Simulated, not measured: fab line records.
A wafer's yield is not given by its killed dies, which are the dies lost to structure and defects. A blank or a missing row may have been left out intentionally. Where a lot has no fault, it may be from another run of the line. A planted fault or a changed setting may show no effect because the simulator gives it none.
Matching of chambers    flow n5-finfet    N5_BEOL_M6_PECVD_70 on pecvd-02: 3 sister chambers
The step deposits SiO2 from TEOS/O2, target thk 20 nm, time 22.7 s. 6 wafers are shown with their chamber, then 9 later ones without.

## WAFERS PAIRED WITH THEIR CHAMBERS
wafer   chamber  heater-power-w (W)  throttle-valve-pct (%)
L094.4  1        651                 22.8
L085.2  0        693                 23.5
L085.6  1        706                 22.8
L090.1  0        691                 23.8
L090.3  2        968                 22.0
L090.6  2        964                 22.3

## WAFERS MISSING THEIR CHAMBER
wafer   heater-power-w (W)  throttle-valve-pct (%)
L091.1  729                 23.7
L091.2  930                 22.3
L091.3  658                 22.7
L096.1  676                 23.6
L096.4  855                 22.1
L096.5  675                 22.9
L086.3  714                 23.0
L086.4  739                 23.7
L086.5  854                 22.3

## CHAMBER TAKEN BY EACH
wafer   from the rows above      in truth
L091.1  0                        0
L091.2  2                        2
L091.3  1                        1
L096.1  0                        0
L096.4  2                        2
L096.5  1                        1
L086.3  can't be placed: 1 or 0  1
L086.4  0                        0
L086.5  2                        2
Correctly placed: 8 of 9. Not placeable from these rows: 1 (in 1, the candidates include the true chamber). Number placed wrongly: 0.
How it was worked out, from the rows above alone: a wafer's distance from a chamber is the root of the sum, over the readings, of the square of ((its reading less the chamber's mean) divided by the reading's scatter). If the next closest chamber is less than 2 further off than the closest, the wafer can't be placed; otherwise it belongs to the closest. A chamber's mean is the mean of its shown wafers. The scatter: the root of (the sum of the squares of (reading less its chamber's mean) over the shown wafers, divided by (wafers less chambers)).
